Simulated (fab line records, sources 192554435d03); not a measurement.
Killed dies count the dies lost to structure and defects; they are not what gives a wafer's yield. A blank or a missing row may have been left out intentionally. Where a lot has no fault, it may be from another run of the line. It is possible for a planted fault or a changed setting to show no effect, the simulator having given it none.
Which tool was responsible? || flow n5Finfet || 24 lots, 72 wafers sampled, at 5 steps of a route of 1938

## WHAT THE GAUGES SHOWED, per wafer
N5_FIN_SAQP_THK_MEAS_07. Usual: thkNm at 60.0 nm, with a standard deviation of 0.73.
{"lot": "L074", "measured": "day 1 20:47", "on": "filmMetro-02", "thkNm (nm)": "59.2 59.8 60.6", "flag": ""}
{"lot": "L075", "measured": "day 2 03:34", "on": "filmMetro-02", "thkNm (nm)": "59.7 59.3 60.9", "flag": ""}
{"lot": "L076", "measured": "day 2 08:47", "on": "filmMetro-01", "thkNm (nm)": "58.9 60.2 60.2", "flag": ""}
{"lot": "L077", "measured": "day 2 15:30", "on": "filmMetro-01", "thkNm (nm)": "59.6 58.9 59.2", "flag": ""}
{"lot": "L078", "measured": "day 2 20:55", "on": "filmMetro-02", "thkNm (nm)": "59.7 59.8 60.7", "flag": ""}
{"lot": "L079", "measured": "day 3 02:59", "on": "filmMetro-01", "thkNm (nm)": "58.9 60.2 59.6", "flag": ""}
{"lot": "L080", "measured": "day 3 08:55", "on": "filmMetro-02", "thkNm (nm)": "58.9 59.6 60.1", "flag": ""}
{"lot": "L081", "measured": "day 3 15:05", "on": "filmMetro-01", "thkNm (nm)": "60.4 61.0 62.0", "flag": ""}
{"lot": "L082", "measured": "day 3 21:24", "on": "filmMetro-01", "thkNm (nm)": "59.1 61.0 60.1", "flag": ""}
{"lot": "L083", "measured": "day 4 03:12", "on": "filmMetro-02", "thkNm (nm)": "58.8 60.3 59.9", "flag": ""}
{"lot": "L084", "measured": "day 4 09:08", "on": "filmMetro-02", "thkNm (nm)": "58.9 59.2 60.4", "flag": ""}
{"lot": "L085", "measured": "day 4 15:14", "on": "filmMetro-02", "thkNm (nm)": "59.6 60.6 60.4", "flag": ""}
{"lot": "L086", "measured": "day 4 21:14", "on": "filmMetro-02", "thkNm (nm)": "59.6 59.9 60.2", "flag": ""}
{"lot": "L087", "measured": "day 5 04:29", "on": "filmMetro-01", "thkNm (nm)": "60.0 60.4 60.5", "flag": ""}
{"lot": "L088", "measured": "day 5 09:11", "on": "filmMetro-01", "thkNm (nm)": "59.1 59.3 59.9", "flag": ""}
{"lot": "L089", "measured": "day 5 15:01", "on": "filmMetro-01", "thkNm (nm)": "59.6 59.5 59.2", "flag": ""}
{"lot": "L090", "measured": "day 5 21:50", "on": "filmMetro-02", "thkNm (nm)": "59.3 59.3 59.7", "flag": ""}
{"lot": "L091", "measured": "day 6 03:21", "on": "filmMetro-01", "thkNm (nm)": "59.1 60.4 61.3", "flag": ""}
{"lot": "L092", "measured": "day 6 09:10", "on": "filmMetro-02", "thkNm (nm)": "59.7 60.4 60.2", "flag": ""}
{"lot": "L093", "measured": "day 6 15:48", "on": "filmMetro-02", "thkNm (nm)": "59.6 60.3 60.6", "flag": ""}
{"lot": "L094", "measured": "day 6 20:59", "on": "filmMetro-01", "thkNm (nm)": "59.3 60.4 62.3", "flag": ""}
{"lot": "L095", "measured": "day 7 03:55", "on": "filmMetro-02", "thkNm (nm)": "59.9 59.8 60.9", "flag": ""}
{"lot": "L096", "measured": "day 7 10:13", "on": "filmMetro-02", "thkNm (nm)": "59.6 59.8 59.8", "flag": ""}
{"lot": "L097", "measured": "day 7 15:05", "on": "filmMetro-01", "thkNm (nm)": "59.8 59.2 60.2", "flag": ""}

N5_FIN_SAQP_INSPECT_18: inspects for defects (brightfield). Usual: rawDefectCount at 397, with a standard deviation of 100.
{"lot": "L074", "measured": "day 1 21:19", "on": "defectInspect-02", "rawDefectCount": "307 269 404", "flag": ""}
{"lot": "L075", "measured": "day 2 03:59", "on": "defectInspect-01", "rawDefectCount": "333 267 290", "flag": ""}
{"lot": "L076", "measured": "day 2 09:13", "on": "defectInspect-02", "rawDefectCount": "441 313 320", "flag": ""}
{"lot": "L077", "measured": "day 2 15:55", "on": "defectInspect-01", "rawDefectCount": "312 548 410", "flag": ""}
{"lot": "L078", "measured": "day 2 21:29", "on": "defectInspect-01", "rawDefectCount": "349 338 370", "flag": ""}
{"lot": "L079", "measured": "day 3 03:32", "on": "defectInspect-01", "rawDefectCount": "434 710 401", "flag": ""}
{"lot": "L080", "measured": "day 3 09:28", "on": "defectInspect-02", "rawDefectCount": "508 653 364", "flag": ""}
{"lot": "L081", "measured": "day 3 15:38", "on": "defectInspect-02", "rawDefectCount": "480 499 396", "flag": ""}
{"lot": "L082", "measured": "day 3 21:58", "on": "defectInspect-01", "rawDefectCount": "451 491 409", "flag": ""}
{"lot": "L083", "measured": "day 4 03:45", "on": "defectInspect-01", "rawDefectCount": "419 387 472", "flag": ""}
{"lot": "L084", "measured": "day 4 09:41", "on": "defectInspect-01", "rawDefectCount": "384 533 411", "flag": ""}
{"lot": "L085", "measured": "day 4 15:47", "on": "defectInspect-01", "rawDefectCount": "300 342 434", "flag": ""}
{"lot": "L086", "measured": "day 4 21:48", "on": "defectInspect-01", "rawDefectCount": "419 297 452", "flag": ""}
{"lot": "L087", "measured": "day 5 04:54", "on": "defectInspect-01", "rawDefectCount": "398 223 445", "flag": ""}
{"lot": "L088", "measured": "day 5 09:36", "on": "defectInspect-01", "rawDefectCount": "229 394 349", "flag": ""}
{"lot": "L089", "measured": "day 5 15:26", "on": "defectInspect-02", "rawDefectCount": "364 660 428", "flag": ""}
{"lot": "L090", "measured": "day 5 22:23", "on": "defectInspect-01", "rawDefectCount": "426 375 449", "flag": ""}
{"lot": "L091", "measured": "day 6 03:54", "on": "defectInspect-02", "rawDefectCount": "388 377 504", "flag": ""}
{"lot": "L092", "measured": "day 6 09:43", "on": "defectInspect-01", "rawDefectCount": "586 570 362", "flag": ""}
{"lot": "L093", "measured": "day 6 16:13", "on": "defectInspect-02", "rawDefectCount": "361 347 363", "flag": ""}
{"lot": "L094", "measured": "day 6 21:25", "on": "defectInspect-02", "rawDefectCount": "778 390 421", "flag": ""}
{"lot": "L095", "measured": "day 7 04:28", "on": "defectInspect-02", "rawDefectCount": "214 265 256", "flag": ""}
{"lot": "L096", "measured": "day 7 10:46", "on": "defectInspect-02", "rawDefectCount": "384 374 535", "flag": ""}
{"lot": "L097", "measured": "day 7 15:38", "on": "defectInspect-01", "rawDefectCount": "350 472 493", "flag": ""}

N5_FIN_SAQP_CD_MEAS_27: the cd target is 20 nm. Usual: cdNm at 20.29 nm, with a standard deviation of 0.24.
{"lot": "L074", "measured": "day 2 00:58", "on": "cdSem-02", "cdNm (nm)": "20.80 20.12 20.30", "flag": ""}
{"lot": "L075", "measured": "day 2 06:14", "on": "cdSem-02", "cdNm (nm)": "20.48 20.01 20.19", "flag": ""}
{"lot": "L076", "measured": "day 2 11:35", "on": "cdSem-02", "cdNm (nm)": "20.33 20.63 20.32", "flag": ""}
{"lot": "L077", "measured": "day 2 18:14", "on": "cdSem-01", "cdNm (nm)": "20.24 20.17 20.47", "flag": ""}
{"lot": "L078", "measured": "day 2 23:31", "on": "cdSem-01", "cdNm (nm)": "20.10 20.45 19.94", "flag": ""}
{"lot": "L079", "measured": "day 3 05:37", "on": "cdSem-03", "cdNm (nm)": "20.00 20.48 19.95", "flag": ""}
{"lot": "L080", "measured": "day 3 11:37", "on": "cdSem-01", "cdNm (nm)": "20.45 20.19 20.18", "flag": ""}
{"lot": "L081", "measured": "day 3 17:43", "on": "cdSem-01", "cdNm (nm)": "20.57 20.22 20.22", "flag": ""}
{"lot": "L082", "measured": "day 4 00:21", "on": "cdSem-01", "cdNm (nm)": "20.52 20.52 20.11", "flag": ""}
{"lot": "L083", "measured": "day 4 06:05", "on": "cdSem-02", "cdNm (nm)": "20.36 20.48 20.51", "flag": ""}
{"lot": "L084", "measured": "day 4 12:09", "on": "cdSem-02", "cdNm (nm)": "20.06 20.40 20.14", "flag": ""}
{"lot": "L085", "measured": "day 4 18:13", "on": "cdSem-01", "cdNm (nm)": "20.26 20.52 19.90", "flag": ""}
{"lot": "L086", "measured": "day 4 23:51", "on": "cdSem-03", "cdNm (nm)": "20.05 20.04 20.17", "flag": ""}
{"lot": "L087", "measured": "day 5 07:06", "on": "cdSem-01", "cdNm (nm)": "20.27 20.22 20.20", "flag": ""}
{"lot": "L088", "measured": "day 5 12:07", "on": "cdSem-02", "cdNm (nm)": "19.84 20.05 19.93", "flag": ""}
{"lot": "L089", "measured": "day 5 17:28", "on": "cdSem-01", "cdNm (nm)": "20.97 20.34 20.27", "flag": ""}
{"lot": "L090", "measured": "day 6 00:35", "on": "cdSem-02", "cdNm (nm)": "20.22 20.42 20.40", "flag": ""}
{"lot": "L091", "measured": "day 6 06:16", "on": "cdSem-01", "cdNm (nm)": "20.00 19.83 20.41", "flag": ""}
{"lot": "L092", "measured": "day 6 12:02", "on": "cdSem-03", "cdNm (nm)": "20.50 20.29 20.06", "flag": ""}
{"lot": "L093", "measured": "day 6 18:24", "on": "cdSem-03", "cdNm (nm)": "20.46 20.40 19.91", "flag": ""}
{"lot": "L094", "measured": "day 6 23:46", "on": "cdSem-02", "cdNm (nm)": "20.31 20.41 20.46", "flag": ""}
{"lot": "L095", "measured": "day 7 06:42", "on": "cdSem-02", "cdNm (nm)": "19.90 20.13 20.26", "flag": ""}
{"lot": "L096", "measured": "day 7 12:56", "on": "cdSem-02", "cdNm (nm)": "20.34 19.80 20.48", "flag": ""}
{"lot": "L097", "measured": "day 7 17:41", "on": "cdSem-02", "cdNm (nm)": "20.32 20.56 20.52", "flag": ""}

N5_FIN_SAQP_CD_MEAS_31: the cd target is 8 nm. Usual: cdNm at 8.13 nm, with a standard deviation of 0.22.
{"lot": "L074", "measured": "day 2 02:32", "on": "cdSem-03", "cdNm (nm)": "7.94 8.09 8.29", "flag": ""}
{"lot": "L075", "measured": "day 2 08:13", "on": "cdSem-01", "cdNm (nm)": "8.09 8.31 8.29", "flag": ""}
{"lot": "L076", "measured": "day 2 13:09", "on": "cdSem-02", "cdNm (nm)": "7.92 8.28 8.10", "flag": ""}
{"lot": "L077", "measured": "day 2 20:06", "on": "cdSem-01", "cdNm (nm)": "8.20 8.15 8.28", "flag": ""}
{"lot": "L078", "measured": "day 3 01:04", "on": "cdSem-02", "cdNm (nm)": "8.30 7.85 8.00", "flag": ""}
{"lot": "L079", "measured": "day 3 07:13", "on": "cdSem-03", "cdNm (nm)": "8.31 8.35 8.58", "flag": ""}
{"lot": "L080", "measured": "day 3 13:10", "on": "cdSem-02", "cdNm (nm)": "8.16 8.00 7.72", "flag": ""}
{"lot": "L081", "measured": "day 3 19:18", "on": "cdSem-02", "cdNm (nm)": "8.33 8.27 8.11", "flag": ""}
{"lot": "L082", "measured": "day 4 02:19", "on": "cdSem-03", "cdNm (nm)": "8.36 8.17 8.30", "flag": ""}
{"lot": "L083", "measured": "day 4 07:48", "on": "cdSem-02", "cdNm (nm)": "7.75 8.01 8.39", "flag": ""}
{"lot": "L084", "measured": "day 4 15:12", "on": "cdSem-01", "cdNm (nm)": "8.31 7.87 7.99", "flag": ""}
{"lot": "L085", "measured": "day 4 19:46", "on": "cdSem-03", "cdNm (nm)": "7.99 7.85 8.17", "flag": ""}
{"lot": "L086", "measured": "day 5 04:07", "on": "cdSem-01", "cdNm (nm)": "8.36 8.61 8.13", "flag": ""}
{"lot": "L087", "measured": "day 5 08:45", "on": "cdSem-01", "cdNm (nm)": "7.99 8.00 8.24", "flag": ""}
{"lot": "L088", "measured": "day 5 13:44", "on": "cdSem-03", "cdNm (nm)": "8.52 7.85 8.37", "flag": ""}
{"lot": "L089", "measured": "day 5 20:19", "on": "cdSem-01", "cdNm (nm)": "8.16 8.30 7.88", "flag": ""}
{"lot": "L090", "measured": "day 6 02:38", "on": "cdSem-03", "cdNm (nm)": "8.34 8.17 7.99", "flag": ""}
{"lot": "L091", "measured": "day 6 08:16", "on": "cdSem-02", "cdNm (nm)": "8.08 7.96 8.28", "flag": ""}
{"lot": "L092", "measured": "day 6 13:35", "on": "cdSem-03", "cdNm (nm)": "8.15 8.49 8.03", "flag": ""}
{"lot": "L093", "measured": "day 6 20:05", "on": "cdSem-02", "cdNm (nm)": "7.96 8.33 7.93", "flag": ""}
{"lot": "L094", "measured": "day 7 01:32", "on": "cdSem-03", "cdNm (nm)": "7.97 7.75 8.18", "flag": ""}
{"lot": "L095", "measured": "day 7 08:16", "on": "cdSem-02", "cdNm (nm)": "8.10 7.84 7.82", "flag": ""}
{"lot": "L096", "measured": "day 7 15:04", "on": "cdSem-02", "cdNm (nm)": "8.33 7.72 8.31", "flag": ""}
{"lot": "L097", "measured": "day 7 19:50", "on": "cdSem-02", "cdNm (nm)": "7.84 8.44 8.07", "flag": ""}

N5_FIN_CUT_CD_MEAS_08: the cd target is 29.1 nm. Usual: cdNm at 29.08 nm, with a standard deviation of 0.21.
{"lot": "L074", "measured": "day 2 03:33", "on": "cdSem-01", "cdNm (nm)": "29.12 29.49 28.91", "flag": ""}
{"lot": "L075", "measured": "day 2 09:06", "on": "cdSem-02", "cdNm (nm)": "29.14 29.25 29.20", "flag": ""}
{"lot": "L076", "measured": "day 2 14:10", "on": "cdSem-02", "cdNm (nm)": "28.87 28.85 28.71", "flag": ""}
{"lot": "L077", "measured": "day 2 21:07", "on": "cdSem-02", "cdNm (nm)": "29.23 29.28 29.35", "flag": ""}
{"lot": "L078", "measured": "day 3 02:07", "on": "cdSem-01", "cdNm (nm)": "29.10 29.08 29.01", "flag": ""}
{"lot": "L079", "measured": "day 3 08:06", "on": "cdSem-01", "cdNm (nm)": "28.91 28.87 29.32", "flag": ""}
{"lot": "L080", "measured": "day 3 14:11", "on": "cdSem-03", "cdNm (nm)": "28.79 28.94 28.80", "flag": ""}
{"lot": "L081", "measured": "day 3 20:19", "on": "cdSem-02", "cdNm (nm)": "29.04 29.13 29.39", "flag": ""}
{"lot": "L082", "measured": "day 4 03:13", "on": "cdSem-02", "cdNm (nm)": "29.31 28.92 29.61", "flag": ""}
{"lot": "L083", "measured": "day 4 08:58", "on": "cdSem-03", "cdNm (nm)": "29.04 29.07 29.07", "flag": ""}
{"lot": "L084", "measured": "day 4 16:13", "on": "cdSem-03", "cdNm (nm)": "28.85 29.07 28.84", "flag": ""}
{"lot": "L085", "measured": "day 4 20:47", "on": "cdSem-03", "cdNm (nm)": "29.29 29.00 29.01", "flag": ""}
{"lot": "L086", "measured": "day 5 05:13", "on": "cdSem-03", "cdNm (nm)": "29.01 29.03 28.92", "flag": ""}
{"lot": "L087", "measured": "day 5 09:38", "on": "cdSem-01", "cdNm (nm)": "29.15 29.07 28.98", "flag": ""}
{"lot": "L088", "measured": "day 5 14:45", "on": "cdSem-01", "cdNm (nm)": "29.16 29.08 29.18", "flag": ""}
{"lot": "L089", "measured": "day 5 21:20", "on": "cdSem-03", "cdNm (nm)": "29.03 29.07 29.05", "flag": ""}
{"lot": "L090", "measured": "day 6 03:40", "on": "cdSem-03", "cdNm (nm)": "29.12 29.05 29.02", "flag": ""}
{"lot": "L091", "measured": "day 6 09:08", "on": "cdSem-02", "cdNm (nm)": "28.85 29.24 29.52", "flag": ""}
{"lot": "L092", "measured": "day 6 14:28", "on": "cdSem-03", "cdNm (nm)": "28.80 29.22 28.84", "flag": ""}
{"lot": "L093", "measured": "day 6 21:06", "on": "cdSem-01", "cdNm (nm)": "29.29 29.35 29.32", "flag": ""}
{"lot": "L094", "measured": "day 7 02:33", "on": "cdSem-03", "cdNm (nm)": "28.99 28.97 28.98", "flag": ""}
{"lot": "L095", "measured": "day 7 09:17", "on": "cdSem-01", "cdNm (nm)": "29.45 29.27 29.12", "flag": ""}
{"lot": "L096", "measured": "day 7 15:57", "on": "cdSem-02", "cdNm (nm)": "29.09 28.76 28.97", "flag": ""}
{"lot": "L097", "measured": "day 7 20:56", "on": "cdSem-01", "cdNm (nm)": "28.87 28.41 29.36", "flag": ""}

## WHICH TOOL RAN EACH LOT (tool, then ch and the chambers of the sampled wafers, then the start)
There is no process step in the record ahead of these readings.

## WHAT THE TOOLS THEMSELVES READ (means of the sampled wafers that have a number; where no wafer has one, the mark that the record gives instead)
The record holds no such reading with a usual standard deviation.

## THE ANSWER, worked out from the rows above alone
Rule: a lot is off if the mean of its wafers that have a number lies more than 3 standard deviations from the usual mean. A lot without any number at a reading at which 4 lots or more have one is off too. The other lots that the step has rows for count as sound. First the gauges in route order, then the tools' own readings, where a lot's mean is used as printed above. The first step at which some lot is off is used, and at that step the reading that is off furthest; a lot without a number counts as furthest.
No lot is off on any of the readings shown, so nothing can be concluded from this.

## WHAT THE SIMULATOR PUT IN
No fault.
